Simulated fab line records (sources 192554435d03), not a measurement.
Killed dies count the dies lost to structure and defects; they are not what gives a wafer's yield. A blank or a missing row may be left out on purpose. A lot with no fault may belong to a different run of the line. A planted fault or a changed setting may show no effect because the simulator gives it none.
Struck lot and sound lot, side by side | flow n5_finfet | 38 out of 1938 route steps
Sound: the wafers L580.1, L580.2, L580.3. Struck: wafer L571.1. (L571.3, L571.4 of the same lot were not struck and are left out.) The cause comes at the end.
Order at every step that has rows: each side's tool, ch and its chambers, its first start. Under that, the readings that differ: sound wafers | struck wafers | difference of the means | sigmas: that difference in standard deviations of wafers without a fault.
alike: words and numbers the same on both sides, and readings whose means are apart by under 2 such deviations; not compared: readings that were withheld, readings missing a value for some wafer, numbers with overlapping values and no deviation given by the record, and bounds like >300 which may hide the same value.
The two part at a step that has a row with sigmas, a row that says differs or no value, or rows on one side only. Numbers that have no deviation but don't overlap get no sigmas and don't part them. Lack of a reading on every wafer of one side parts them only where that side has two or more wafers.

first, 9 steps without rows for these wafers: N5_BEOL_M12_SOFTBAKE_23 (time 60 s); N5_BEOL_M12_EXPOSE_25 (exposes mask M12); N5_BEOL_M12_PEB_26 (peb time 90 s); N5_BEOL_M12_DEVELOP_27 (develop time 45 s); N5_BEOL_M12_HARDBAKE_32 (time 120 s); N5_BEOL_M12_DESCUM_33 (chemistry O2, time 7.9 s); N5_BEOL_M12_ETCH_67 (etches SiARC in CF4, target depth 143 nm, time 238.3 s); N5_BEOL_M12_ETCH_68 (etches SOC in N2/H2, time 285 s); N5_BEOL_M12_STRIP_69 (strips in N2/H2).
N5_BEOL_M12_TRENCH_ETCH_34: etches SiOC in C4F8/O2/Ar, target depth 318.95 nm, time 125.5 s.
  sound on rie_diel-02 ch 1,2,3, day 15 18:14; struck on rie_diel-05 ch 0, day 12 13:35
  reading                  | sound             | struck | difference | sigmas
  model.etch.depth_nm (nm) | 312.8 314.7 319.6 | 398.4  | +82.7      |
  alike: bias_w, drypump_motor_current_A, he_inner_torr, oes_product_au, rf_vpp_V, showerhead_plenum_p_Torr, throttle_valve_pct
  not compared: rf_hours_counter_h
then, 1 step without rows for these wafers: N5_BEOL_M12_STRIP_70 (strips in C4F8/O2/Ar).
N5_BEOL_M12_OCD_MEAS_35:
  sound: ocd-02 at day 15 18:23; struck: ocd-01 at day 12 13:44
  reading              | sound       | struck | difference | sigmas
  trench_depth_nm (nm) | 313 314 320 | 399    | +83        | +13
then, 11 steps without rows for these wafers: N5_BEOL_M12_STRIP_37 (strips in N2/H2); N5_BEOL_M12_ETCH_38 (etches SiCN in CF4/N2, target depth 68.7 nm, time 73.4 s); N5_BEOL_M12_PRECLEAN_39 (cleans in residue remover, time 60 s); N5_BEOL_M12_SRD_40 (time 30 s, dry time 30 s); N5_BEOL_M12_DEGAS_41 (time 60 s); N5_BEOL_M12_PRE_CLEAN_42 (time 30 s); N5_BEOL_M12_SPUTTER_43 (material TaN, target thk 15 nm, time 24.19 s); N5_BEOL_M12_SPUTTER_44 (material Ta, target thk 10 nm, time 16.13 s); N5_BEOL_M12_SPUTTER_45 (material Cu, target thk 80 nm, time 13.33 s); N5_BEOL_M12_ECD_47 (material Cu, target thk 720 nm); N5_BEOL_M12_ANNEAL_48 (time 90 s).
N5_BEOL_M12_CMP_49: polishes, stops on SiOC, t overpolish 20.6 s, target thk 320 nm.
  sound on cmp-03 ch 1,2,3, day 15 20:05; struck on cmp-02 ch 3, day 12 17:40
  reading                                 | sound             | struck | difference | sigmas
  barrier_field_endpoint_s (s)            | 29.0 29.8 29.2    | 30.7   | +1.4       | +2
  edge_zone_pressure_frac                 | 1.006 0.997 1.003 | 0.993  | -0.009     | -2
  model.Cu_of_BEOL_M12_ECD_47.thk_nm (nm) | 311 314.2 318.4   | 398.4  | +83.9      |
  alike: motor_current_A, overpolish_run_s
N5_BEOL_M12_THK_MEAS_50: measures by xrf.
  sound: film_metro-01 at day 15 20:21; struck: film_metro-01 at day 12 18:10
  reading      | sound       | struck | difference | sigmas
  M12_THK (nm) | 308 310 313 | 393    | +83        | +11
then, 2 steps without rows for these wafers: N5_BEOL_M12_PRE_CLEAN_52 (time 15 s); N5_BEOL_M12_DEP_53 (deposits SiCN from 3MS/NH3, target thk 30 nm, time 10.5 s).
N5_BEOL_M12_RS_MEAS_54: measures by four-point-probe.
  sound: film_metro-01 at day 15 20:28; struck: film_metro-01 at day 12 18:18
  reading         | sound                | struck | difference | sigmas
  M12_RS (ohm/sq) | 0.0618 0.0611 0.0603 | 0.0477 | -0.0134    | -10
then, 9 steps without rows for these wafers: N5_BEOL_M13_ILD_DEP_00 (deposits SiOC from DEMS/O2, target thk 837.92 nm, time 166.4 s); N5_BEOL_M13_COAT_58 (time 60 s, resist thk 89 nm); N5_BEOL_M13_COAT_04 (resist thk 400 nm); N5_BEOL_M13_EBR_06; N5_BEOL_M13_SOFTBAKE_05 (time 60 s); N5_BEOL_M13_EXPOSE_07 (exposes mask V12); N5_BEOL_M13_PEB_08 (peb time 90 s); N5_BEOL_M13_DEVELOP_09 (develop time 45 s); N5_BEOL_M13_HARDBAKE_14 (time 120 s).
N5_BEOL_M15_RC_MEAS_101:
  sound on prober-01 ch 0, day 16 18:04; struck on prober-02 ch 0, day 13 11:34
  reading                    | sound                   | struck  | difference | sigmas
  COMB_M11 (S/m)             | 1e-11 1.5e-11 1.3e-11   | 2e-11   | +7e-12     | +2
  COMB_M6 (S/m)              | 2.9e-11 3.4e-11 3.7e-11 | 2.1e-11 | -1.2e-11   | -2
  COMB_M9 (S/m)              | 1.7e-11 1.6e-11 2.1e-11 | 1.1e-11 | -7.0e-12   | -2
  SERP_M12 (ohm/um)          | 0.641 0.656 0.652       | 0.519   | -0.131     | -7
  SERP_M12_max_site (ohm/um) | 0.660 0.667 0.662       | 0.533   | -0.130     | -6
  SERP_M7 (ohm/um)           | 14.1 14.0 13.9          | 12.5    | -1.5       | -2
  alike: COMB_M10, COMB_M13, COMB_M14, COMB_M15, COMB_M5, COMB_M7, COMB_M8, COMB_M9_max_site, SERP_M10, SERP_M11, SERP_M13, SERP_M14, SERP_M14_max_site, SERP_M5, SERP_M6, SERP_M8, SERP_M9, SERP_M9_max_site

## WHERE THEY PART
At N5_BEOL_M12_OCD_MEAS_35 first; at N5_BEOL_M15_RC_MEAS_101 last (within this record only).

WHY: the cause the simulator had injected
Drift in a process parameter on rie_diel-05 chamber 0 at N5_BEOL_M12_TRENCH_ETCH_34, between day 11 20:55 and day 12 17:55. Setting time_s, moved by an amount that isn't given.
